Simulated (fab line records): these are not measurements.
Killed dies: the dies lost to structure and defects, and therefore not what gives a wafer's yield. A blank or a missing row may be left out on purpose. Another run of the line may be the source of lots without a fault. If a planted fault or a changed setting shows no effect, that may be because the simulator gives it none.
Split-lot study ; flow n5 finfet ; 39 wafers read from 7 lots, route of 1938 steps

THE SPLIT ITSELF
At N5_BEOL_M11_VIA_ETCH_34 (etches SiCOH lowk in C4F6/O2, target depth 184.5 nm, time 69.2 s), the setting target depth a was moved away from the recipe's 1845 angstrom on 12 of the 39 wafers read, by -51.8% to +52.2%. All remaining wafers had this setting at the recipe value.

The reading comes from the split's own step.

THE READING
SOC_of_BEOL_M11_COAT_63.thk nm (the simulator's own value, which no gauge read), in nm, at N5_BEOL_M11_VIA_ETCH_34 (etches SiCOH lowk in C4F6/O2, target depth 184.5 nm, time 69.2 s). No usual value for it is given in the file. Across the 27 wafers here that went through the recipe, the average is 92.0 nm and the standard deviation 0.31 nm.

wafer;tool, chamber at the split;target depth a as run, angstrom;against the recipe;SOC_of_BEOL_M11_COAT_63.thk nm, nm;against lot-mates on the recipe
L074.1;rie diel-02, 3;1845;recipe;92.4;-
L074.2;rie diel-02, 1;1845;recipe;92.2;-
L074.3;rie diel-02, 2;1845;recipe;92.4;-
L074.4;rie diel-02, 0;889.3;-51.8%;96.4;+4.1
L074.5;rie diel-02, 2;889.3;-51.8%;96.6;+4.3
L074.6;rie diel-02, 3;889.3;-51.8%;96.4;+4.1
L078.1;rie diel-02, 0;1845;recipe;92.2;-
L078.2;rie diel-02, 3;1216;-34.1%;94.6;+2.5
L078.3;rie diel-02, 2;1845;recipe;92.2;-
L078.4;rie diel-02, 1;1216;-34.1%;94.4;+2.3
L078.5;rie diel-02, 0;1216;-34.1%;94.6;+2.5
L078.6;rie diel-02, 1;1845;recipe;92;-
L083.1;rie diel-05, 2;1845;recipe;92;-
L083.2;rie diel-05, 1;1845;recipe;91.6;-
L083.3;rie diel-05, 0;1845;recipe;91.8;-
L083.4;rie diel-05, 3;1845;recipe;91.4;-
L083.5;rie diel-05, 1;1845;recipe;92;-
L083.6;rie diel-05, 2;1845;recipe;92;-
L081.1;rie diel-05, 1;1845;recipe;91.6;-
L081.2;rie diel-05, 0;1845;recipe;91.8;-
L081.3;rie diel-05, 3;1845;recipe;91.8;-
L081.4;rie diel-05, 2;1845;recipe;92;-
L081.5;rie diel-05, 3;1845;recipe;92;-
L081.6;rie diel-05, 2;1845;recipe;92;-
L084.1;rie diel-05, 3;1845;recipe;92;-
L084.2;rie diel-05, 1;2808;+52.2%;87.8;-4.4
L084.3;rie diel-05, 0;1845;recipe;92.4;-
L084.4;rie diel-05, 2;2808;+52.2%;88.2;-4.0
L084.5;rie diel-05, 2;1845;recipe;92.2;-
L084.6;rie diel-05, 3;2808;+52.2%;88.4;-3.8
L082.1;rie diel-02, 1;2702;+46.4%;88.6;-3.9
L082.2;rie diel-02, 0;2702;+46.4%;88.8;-3.7
L082.3;rie diel-02, 3;1845;recipe;92.4;-
L082.4;rie diel-02, 2;2702;+46.4%;89;-3.5
L082.5;rie diel-02, 0;1845;recipe;92.8;-
L082.6;rie diel-02, 1;1845;recipe;92.4;-
L095.1;rie diel-02, 2;1845;recipe;91.6;-
L095.3;rie diel-02, 3;1845;recipe;91.8;-
L095.5;rie diel-02, 0;1845;recipe;91.8;-

THE FIT
A straight line over all 39 wafers: SOC_of_BEOL_M11_COAT_63.thk nm changes by -0.0767 nm for each +1% of target depth a; r = -0.99; the points scatter about the line by 0.32 nm.
The same after taking each lot's own level away (the mean of its wafers on the recipe; 39 wafers): -0.0781 nm for each +1%; r = -1.00; scatter 0.19 nm.
According to that fit, moving target depth a by its largest amount changes the reading by 4.1 nm.
Across the lots, their own levels run from 91.73 to 92.53 nm, a range of 2.6 times the standard deviation given above.
So the lot-to-lot level changes the slope little: the two slopes agree.
Check: with one of the wafers moved furthest among these (+52.2%) left out of the fit, the line predicts -4.05 nm for it against its lot-mates. Against them it came out at -4.4 nm.

OTHER SPLITS ON THESE WAFERS
Other splits were also applied to these wafers ahead of the reading. Each is held against what the fit with the lots' levels taken away leaves over:
other split on the same wafers;wafers away from the commonest value;r with SOC_of_BEOL_M11_COAT_63.thk nm (lot level and that fit taken away)
N5_SD_EPI_P_ETCHBACK_46 target depth a;18;+0.01
N5_BEOL_M0_SAQP_DESCUM_45 time s;9;-0.02
N5_BEOL_M7_ILD_DEP_00 time s;15;+0.33
N5_BEOL_M8_ILD_DEP_00 time s;15;-0.23

THE WHOLE CHAIN: every reading that the file lists as answering this split, in the file's order
step;what it does;reading;change (the file's fit);r (the file's)
N5_BEOL_M11_VIA_ETCH_34;etches SiCOH lowk in C4F6/O2, target depth 184.5 nm, time 69.2 s;etch.depth nm (the simulator's own value, which no gauge read);+1.84 nm for each +1% of the setting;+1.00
N5_BEOL_M11_VIA_ETCH_34;etches SiCOH lowk in C4F6/O2, target depth 184.5 nm, time 69.2 s;SOC_of_BEOL_M11_COAT_63.thk nm (the simulator's own value, which no gauge read);-0.0781 nm for each +1% of the setting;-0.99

THE FILE'S OWN FIT
SOC_of_BEOL_M11_COAT_63.thk nm changes by -0.0781 nm for each +1% of target depth a, r = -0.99.
